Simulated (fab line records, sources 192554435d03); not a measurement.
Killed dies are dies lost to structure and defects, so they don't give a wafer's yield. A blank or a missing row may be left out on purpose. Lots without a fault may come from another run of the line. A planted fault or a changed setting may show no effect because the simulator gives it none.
fab line records | flow n5_finfet
record lots=6 wafers=16 last_day=20
route steps=1938 shown BEOL_M14@1719 PASSIVATION@1936
lots that met no fault: from a run of the same line without faults
start_h: hours from the record's first day to the start of the lot's first wafer shown | wait_h: hours since the lot's step before | " the same as in the row above | L1.1+2: a row that stands for several wafers | - no value, or no start given | * or withheld: withheld | < > ~ a bound
route shown NAME@n: a module of which the file shows steps, and the number in the route of the first | usual: mean/standard deviation of fault-free wafers | same: alike in all rows | chamber/n: place in a boat | sites: the reading at each site | _std_site: their standard deviation | _edge_site: outer sites' mean less inner sites' | radius_mm: how far each site lies from the wafer's centre | mask NAME#n: copy n | behind: the tool/chamber that last shaped the wafer | hold: why the lot was held/for how many hours/how that ended | device: the transistor (n, p or np) that didn't switch | end of line: the same wafers' tests at the end of the route | a step without rows: its recipe alone | killed: dies lost to structure and defects at the first sort, not the wafer's yield | map: a wafer's dies, x killed, . not, _ none there
set.NAME: the setting as run; set.NAME@STEP: as run at that earlier step | model.NAME: the simulator's own value behind a step, which no gauge read
lots at some steps of the route; a table a step, a row a wafer
services: from which hour (start_h, from the record's first day; less than 0 if before it) a tool's chamber was out of use, for how many hours, and why
## steps
# step N5_BEOL_M14_COAT_04
# recipe spin_rpm=1704 resist_thk_nm=800
# step N5_BEOL_M14_EBR_06
# recipe solvent=PGMEA ebr_width_mm=1.5
# step N5_BEOL_M14_SOFTBAKE_05
# recipe temp_c=130 time_s=60
# step N5_BEOL_M14_EXPOSE_07
# recipe mask_id=V13 na=0.8 source_shape=annular sigma_inner=0.5 sigma_outer=0.8 polarization=unpolarized attpsm_phase_deg=180 dose_mj=57
# step N5_BEOL_M14_PEB_08
# recipe peb_temp_c=130 peb_time_s=90
# step N5_BEOL_M14_DEVELOP_09
# recipe develop_time_s=45 rinse_liquid=diw dry=air_spin dev_temp_c=21
# step N5_BEOL_M14_HARDBAKE_14
# recipe temp_c=130 time_s=120
# step N5_BEOL_M14_CD_MEAS_10
# recipe target_cd_nm=250 landing_energy_ev=500 detector=se_inlens polarity=opening
# usual cd_nm=250.3/1.1
# same landing_energy_ev=500
# columns lot.wafer tool chamber start_h wait_h cd_nm
L267.3 cd_sem-01 0 315.60 - 248.6
L267.5 " 0 " " 249.7
L267.6 " 0 " " 249.6
L273.2 cd_sem-03 0 334.07 - 252.3
L273.5 " 0 " " 251.7
L273.6 " 0 " " 252.1
L284.2 cd_sem-03 0 404.76 - 251.5
L284.6 " 0 " " 251.3
L283.5 cd_sem-03 0 404.93 - 250.0
L283.6 " 0 " " 251.0
L287.4 cd_sem-03 0 430.57 - 250.3
L287.5 " 0 " " 250.9
L287.6 " 0 " " 247.8
L288.1 cd_sem-02 0 445.20 - 251.3
L288.2 " 0 " " 250.6
L288.3 " 0 " " 251.7
# step N5_BEOL_M14_OVL_MEAS_11
# recipe points_per_wafer=44
# usual V13_OVL=4/4.6
# columns lot.wafer tool chamber start_h wait_h V13_OVL[nm]
L267.3 overlay-01 0 315.63 0.0 6
L267.5 " 0 " " 6
L267.6 " 0 " " 5
L273.2 overlay-02 0 334.10 0.0 7
L273.5 " 0 " " 10
L273.6 " 0 " " 7
L284.2 overlay-02 0 404.79 0.0 10
L284.6 " 0 " " 10
L283.5 overlay-02 0 404.95 0.0 8
L283.6 " 0 " " 2
L287.4 overlay-02 0 430.60 0.0 4
L287.5 " 0 " " 2
L287.6 " 0 " " -1
L288.1 overlay-02 0 445.23 0.0 9
L288.2 " 0 " " 10
L288.3 " 0 " " 7
# step N5_BEOL_M14_INSPECT_12
# recipe mode=adi inspect_instrument=macro
# usual raw_defect_count=2.3/1.5
# columns lot.wafer tool chamber start_h wait_h raw_defect_count
L267.3 defect_inspect-01 - 315.65 0.0 1
L267.5 " - " " 5
L267.6 " - " " 1
L273.2 defect_inspect-01 - 334.13 0.0 0
L273.5 " - " " 1
L273.6 " - " " 2
L284.2 defect_inspect-02 - 404.81 0.0 2
L284.6 " - " " 1
L283.5 defect_inspect-02 - 404.98 0.0 1
L283.6 " - " " 1
L287.4 defect_inspect-02 - 430.62 0.0 3
L287.5 " - " " 0
L287.6 " - " " 1
L288.1 defect_inspect-01 - 445.25 0.0 3
L288.2 " - " " 1
L288.3 " - " " 4
# step N5_BEOL_M14_DESCUM_15
# recipe chemistry=O2 time_s=7.9 source_power_w=50 bias_power_w=20 pressure_mtorr=20 rf_frequency_hz=2.712e+07 temp_c=40 o2_flow_sccm=225
# usual drypump_motor_current_A=5.8/0.41 oes_product_au=0.76/0.07 rf_vpp_V=243.4/1.2 showerhead_plenum_p_Torr=2.11/0.053 throttle_valve_pct=20.49/0.2
# columns lot.wafer tool chamber start_h wait_h drypump_motor_current_A oes_product_au rf_hours_counter_h rf_vpp_V showerhead_plenum_p_Torr throttle_valve_pct
L267.3 rie_diel-04 0 315.69 0.0 6.4 0.85 59 245.7 2.21 20.36
L267.5 " 2 " " 5.4 0.68 - 244.5 2.15 21.01
L267.6 " 3 " " 6.4 0.73 - 244.0 2.16 20.30
L273.2 rie_diel-01 3 334.16 0.0 5.6 0.72 187 244.3 2.08 20.62
L273.5 " 0 " " 5.7 0.80 - 243.4 2.19 20.55
L273.6 " 3 " " 5.6 0.72 - 243.1 2.08 20.62
L284.2 rie_diel-01 1 404.84 0.0 5.8 0.75 158 241.9 2.09 20.50
L284.6 " 0 " " 5.7 0.78 - 245.7 2.18 20.59
L283.5 rie_diel-01 1 405.27 0.3 5.8 0.75 - 243.7 2.09 20.50
L283.6 " 3 " " 5.6 0.70 - 243.6 2.07 20.65
L287.4 rie_diel-04 3 430.67 0.0 6.5 0.96 - 243.7 2.15 19.97
L287.5 " 1 " " 5.3 0.72 - 244.2 2.07 20.25
L287.6 " 2 " " 5.4 0.89 - 244.3 2.13 20.67
L288.1 rie_diel-06 2 445.33 0.1 5.1 0.97 5 243.9 2.15 20.08
L288.2 " 0 " " 6.0 0.91 15 241.5 2.05 20.40
L288.3 " 3 " " 5.9 0.69 234 243.0 2.07 20.59
# step N5_BEOL_M14_ETCH_59
# recipe chemistry=N2/H2 target=BARC target_depth_a=890 overetch_a=267 time_s=67.9 ion_energy_ev=200 pressure_mtorr=30 source_w=840 bias_w=150 n2_flow_sccm=200 h2_flow_sccm=200
# usual drypump_motor_current_A=5.8/0.41 oes_product_au=0.65/0.056 rf_vpp_V=524.6/2 showerhead_plenum_p_Torr=2.56/0.065 throttle_valve_pct=17.93/0.22
# columns lot.wafer tool chamber start_h wait_h drypump_motor_current_A oes_product_au rf_hours_counter_h rf_vpp_V showerhead_plenum_p_Torr throttle_valve_pct
L267.3 rie_diel-04 0 315.72 0.0 6.4 0.72 59 528.1 2.70 17.81
L267.5 " 2 " " 5.4 0.58 - 525.8 2.61 18.53
L267.6 " 3 " " 6.5 0.62 - 525.7 2.62 17.67
L273.2 rie_diel-01 3 334.20 0.0 5.6 0.62 187 522.6 2.52 18.08
L273.5 " 0 " " 5.7 0.68 - 527.9 2.67 18.02
L273.6 " 3 " " 5.6 0.62 - 524.0 2.52 18.09
L284.2 rie_diel-01 1 404.88 0.0 5.7 0.65 158 523.6 2.54 17.94
L284.6 " 0 " " 5.8 0.66 - 528.6 2.65 18.06
L283.5 rie_diel-01 1 405.32 0.0 5.7 0.64 - 522.1 2.54 17.96
L283.6 " 3 " " 5.6 0.61 - 523.7 2.51 18.13
L287.4 rie_diel-04 3 430.72 0.0 6.5 0.81 - 525.9 2.60 17.31
L287.5 " 1 " " 5.3 0.62 - 523.4 2.52 17.67
L287.6 " 2 " " 5.4 0.75 - 524.5 2.59 18.14
L288.1 rie_diel-06 2 445.36 0.0 5.1 0.81 5 525.5 2.61 17.57
L288.2 " 0 " " 6.0 0.77 15 521.6 2.49 17.84
L288.3 " 3 " " 5.9 0.58 234 521.4 2.50 17.98
# step N5_BEOL_M14_VIA_ETCH_16
# recipe chemistry=C4F8/O2/Ar target=SiO2 he_inner_torr=15 he_outer_torr=30 target_depth_a=12313 time_s=withheld ion_energy_ev=800 pressure_mtorr=20 source_w=1905 bias_w=2040 Ar_flow_sccm=400 C4F8_flow_sccm=16 O2_flow_sccm=12 ends=cleared
# usual drypump_motor_current_A=5.8/0.41 oes_ar_750_au=0.76/0.067 oes_product_au=0.69/0.062 rf_vpp_V=2228/23 showerhead_plenum_p_Torr=3.47/0.078 throttle_valve_pct=30.89/0.24
# columns lot.wafer tool chamber start_h wait_h drypump_motor_current_A oes_ar_750_au oes_product_au rf_vpp_V showerhead_plenum_p_Torr throttle_valve_pct
L267.3 rie_diel-04 0 315.77 0.0 6.4 0.85 0.77 2220 3.62 30.80
L267.5 " 2 " " 5.4 0.68 0.61 2241 3.50 31.37
L267.6 " 3 " " 6.5 0.72 0.66 2255 3.54 30.56
L273.2 rie_diel-01 3 334.25 0.0 5.6 0.73 0.65 2232 3.43 31.16
L273.5 " 0 " " 5.8 0.78 0.72 2254 3.58 30.97
L273.6 " 3 " " 5.6 0.73 0.65 2231 3.43 31.17
L284.2 rie_diel-01 1 404.93 0.0 5.8 0.76 0.90 2223 3.44 31.31
L284.6 " 0 " " 5.8 0.76 0.70 2255 3.57 31.00
L283.5 rie_diel-01 1 405.43 0.1 5.8 0.76 0.91 2223 3.44 31.30
L283.6 " 3 " " 5.6 0.71 0.64 2228 3.42 31.19
L287.4 rie_diel-04 3 430.83 0.1 6.5 0.95 0.85 2254 3.52 30.33
L287.5 " 1 " " 5.3 0.72 0.65 2193 3.40 30.50
L287.6 " 2 " " 5.5 0.88 0.80 2241 3.49 31.14
L288.1 rie_diel-06 2 445.42 0.0 5.1 0.96 0.86 2243 3.52 30.57
L288.2 " 0 " " 6.0 0.90 0.82 2212 3.36 30.87
L288.3 " 3 " " 5.9 0.69 0.62 2207 3.39 30.96
# step N5_BEOL_M14_STRIP_63
# recipe chemistry=O2 power_w=600 temp_c=60 pressure_mtorr=30 rf_frequency_hz=6e+07 bias_power_w=0 overash_fraction=0.3 o2_flow_sccm=225
# usual drypump_motor_current_A=5.8/0.41 oes_product_au=0.76/0.071 rf_vpp_V=3.6/0.78 showerhead_plenum_p_Torr=2.12/0.053 throttle_valve_pct=16.74/0.19
# columns lot.wafer tool chamber start_h wait_h drypump_motor_current_A oes_product_au rf_hours_counter_h rf_vpp_V showerhead_plenum_p_Torr throttle_valve_pct
L267.3 rie_diel-04 0 - - 6.4 0.86 59 4.4 2.21 16.59
L267.5 " 2 " " 5.4 0.67 - 2.8 2.15 17.26
L267.6 " 3 " " 6.5 0.72 - 3.2 2.17 16.59
L273.2 rie_diel-01 3 - - 5.6 0.71 187 3.8 2.08 16.87
L273.5 " 0 " " 5.7 0.80 - 4.9 2.20 16.77
L273.6 " 3 " " 5.6 0.71 - 3.9 2.08 16.86
L284.2 rie_diel-01 1 - - 5.7 0.75 158 2.9 2.10 16.77
L284.6 " 0 " " 5.7 0.77 - 2.1 2.19 16.81
L283.5 rie_diel-01 1 - - 5.7 0.76 - 3.6 2.10 16.77
L283.6 " 3 " " 5.6 0.71 - 3.5 2.07 16.91
L287.4 rie_diel-04 3 - - 6.4 0.97 - 2.5 2.15 16.23
L287.5 " 1 " " 5.3 0.73 - 2.7 2.08 16.56
L287.6 " 2 " " 5.5 0.90 - 4.4 2.14 16.87
L288.1 rie_diel-06 2 - - 5.1 0.96 5 3.9 2.16 16.27
L288.2 " 0 " " 6.0 0.91 15 3.8 2.05 16.55
L288.3 " 3 " " 5.8 0.68 235 3.8 2.08 16.82
# step N5_PASSIVATION_PROBE_49
# usual defect_limited_yield=91.2/1.3 killed_at_M0_to_M3=34/9.2 killed_at_M4_up=14/5 killed_at_contacts=13/6.7 killed_at_front_end=39/12 killed_at_other=4/3.3 killed_dies=104/15 killed_open=68/12 killed_short=34/7.5 sort_bin_5_function=5.2/0.87 sort_bin_6_memory=3.3/0.63 sort_n_pass=1076/15 sort_yield_pct=91.2/1.3
# same gross_dies=1180 killed_at_back_side=0 sort_bin_4_leakage[%]=0 sort_bin_8_speed[%]=0
# columns lot.wafer tool chamber start_h wait_h defect_limited_yield[%] killed_at_M0_to_M3 killed_at_M4_up killed_at_contacts killed_at_front_end killed_at_other killed_dies killed_open killed_short sort_bin_5_function[%] sort_bin_6_memory[%] sort_n_pass sort_yield_pct[%]
L267.3 prober-01 - 341.68 0.3 92.7 24 12 20 28 2 86 56 29 4.2 3.0 1094 92.7
L267.5 prober-01 - 341.78 0.4 92.5 37 12 16 18 6 89 55 33 5.2 2.4 1091 92.5
L267.6 prober-01 - 341.83 0.5 94.6 17 12 10 18 7 64 41 22 3.1 2.1 1116 94.6
L273.2 prober-01 - 360.95 0.1 92.4 27 20 6 29 8 90 61 28 4.6 2.8 1090 92.4
L273.5 prober-01 - 361.10 0.2 90.8 29 13 20 39 7 108 67 38 5.4 3.1 1072 90.8
L273.6 prober-01 - 361.15 0.3 90.6 30 17 9 35 20 111 72 37 5.6 3.1 1069 90.6
L284.2 prober-01 - 435.66 0.1 92.3 32 15 8 32 4 91 55 32 4.8 2.4 1089 92.3
L284.6 prober-01 - 435.86 0.3 92.6 32 22 14 15 4 87 57 29 4.1 2.8 1093 92.6
L283.5 prober-02 - 438.23 0.7 91.7 23 15 12 36 12 98 59 35 5.5 2.4 1082 91.7
# killed by level:class
L267.3 MOL_CONTACT_COAG:geometric_particle:open=16 FIN_SAQP:geometric_particle:short=9 BEOL_M2:geometric_particle:open=5 BEOL_M3:geometric_particle:open=5 BEOL_M4:geometric_particle:open=5 GATE_CUT:geometric_particle:open=4 MOL_CONTACT_COAG:geometric_particle:short=4 BEOL_M0_SAQP:geometric_particle:open=4
L267.5 MOL_CONTACT_COAG:geometric_particle:open=11 BEOL_M0_SAQP:geometric_particle:open=9 BEOL_M3:geometric_particle:open=8 BEOL_M4:geometric_particle:open=6 FIN_SAQP:geometric_particle:open=5 FIN_SAQP:geometric_particle:short=5 MOL_CONTACT_COAG:geometric_particle:short=5 BEOL_M0_SAQP:geometric_particle:short=5
L267.6 MOL_CONTACT_COAG:geometric_particle:open=8 BEOL_M3:geometric_particle:open=8 FIN_SAQP:geometric_particle:short=6 BEOL_M4:geometric_particle:open=4 FIN_SAQP:geometric_particle:open=2 STI_FIN_REVEAL:geometric_particle:open=2 DUMMY_GATE:geometric_particle:open=2 GATE_CUT:geometric_particle:short=2
L273.2 BEOL_M2:geometric_particle:open=8 BEOL_M3:geometric_particle:open=7 DUMMY_GATE:geometric_particle:open=6 MOL_CONTACT_COAG:geometric_particle:open=5 STI_FIN_REVEAL:geometric_particle:open=5 BEOL_M7:geometric_particle:open=5 FIN_SAQP:geometric_particle:short=4 GATE_CUT:geometric_particle:short=4
L273.5 MOL_CONTACT_COAG:geometric_particle:open=18 BEOL_M2:geometric_particle:open=8 DUMMY_GATE:geometric_particle:open=7 FIN_SAQP:geometric_particle:short=6 BEOL_M0_SAQP:geometric_particle:short=6 STI_FIN_REVEAL:geometric_particle:open=5 BEOL_M1:geometric_particle:open=4 STI_FIN_REVEAL:geometric_particle:short=3
L273.6 BEOL_M4:geometric_particle:open=9 DUMMY_GATE:geometric_particle:open=8 FIN_SAQP:geometric_particle:short=7 MOL_CONTACT_COAG:geometric_particle:open=7 FIN_SAQP:geometric_particle:open=6 BEOL_M1:geometric_particle:open=6 MIM_BOT:geometric_particle:open=6 BEOL_M2:geometric_particle:open=6
L284.2 BEOL_M4:geometric_particle:open=9 BEOL_M0_SAQP:geometric_particle:open=7 MOL_CONTACT_COAG:geometric_particle:open=7 BEOL_M1:geometric_particle:open=6 FIN_SAQP:geometric_particle:short=5 BEOL_M1:geometric_particle:short=5 BEOL_M2:geometric_particle:open=4 STI_FIN_REVEAL:geometric_particle:open=4
L284.6 BEOL_M4:geometric_particle:open=13 BEOL_M0_SAQP:geometric_particle:open=9 MOL_CONTACT_COAG:geometric_particle:open=8 BEOL_M0_SAQP:geometric_particle:short=8 BEOL_M1:geometric_particle:open=8 MOL_CONTACT_COAG:geometric_particle:short=6 BEOL_M3:geometric_particle:open=4 BEOL_M5:geometric_particle:open=4
L283.5 FIN_SAQP:geometric_particle:short=13 FIN_SAQP:geometric_particle:open=11 MOL_CONTACT_COAG:geometric_particle:open=11 BEOL_M0_SAQP:geometric_particle:short=6 BEOL_M4:geometric_particle:open=5 GATE_CUT:geometric_particle:short=4 BEOL_M3:geometric_particle:open=4 BEOL_M5:geometric_particle:open=3
## services
# columns tool chamber start_h hours kind
rie_diel-06 1 301.28 8.3 repair
rie_diel-06 - 310.71 2.8 pm
rie_diel-01 0 311.39 14.6 repair
rie_diel-04 2 317.65 - clean
rie_diel-04 2 317.65 - consumable_replace:focus_ring
rie_diel-04 2 317.65 19.5 scheduled_down
rie_diel-04 2 317.65 19.5 vent_cycle
rie_diel-01 1 323.83 2.3 repair
rie_diel-04 0 328.48 9.2 repair
rie_diel-01 1 337.50 9.0 repair
rie_diel-01 3 376.33 6.9 repair
rie_diel-06 0 377.94 8.3 repair
rie_diel-06 0 386.49 - clean
rie_diel-06 0 386.49 - consumable_replace:esc
rie_diel-01 2 397.61 35.8 repair
rie_diel-04 3 401.11 - clean
rie_diel-04 3 401.11 - consumable_replace:focus_ring
rie_diel-04 3 401.11 15.5 scheduled_down
rie_diel-04 3 401.11 15.5 vent_cycle
rie_diel-06 2 401.88 2.7 repair
rie_diel-06 1 416.73 1.6 repair
rie_diel-01 3 424.27 7.3 repair
rie_diel-06 3 429.08 5.5 repair
rie_diel-04 0 429.94 6.2 repair
## key
first_sign step=N5_BEOL_M14_VIA_ETCH_16 reading=oes_product_au direction=up sigmas=3.5 usual=0.69 struck=0.91
effect none on later readings
met_at N5_BEOL_M14_VIA_ETCH_16
struck_wafers L283.5,L284.2
onset_between 334.25 404.93
fault kind=process_parameter_drift tool=rie_diel-01 chamber=- onset_h=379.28 steps=N5_BEOL_M14_VIA_ETCH_16 channel=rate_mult offset=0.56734 shape=step end_h=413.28 scope=struck_wafers_only
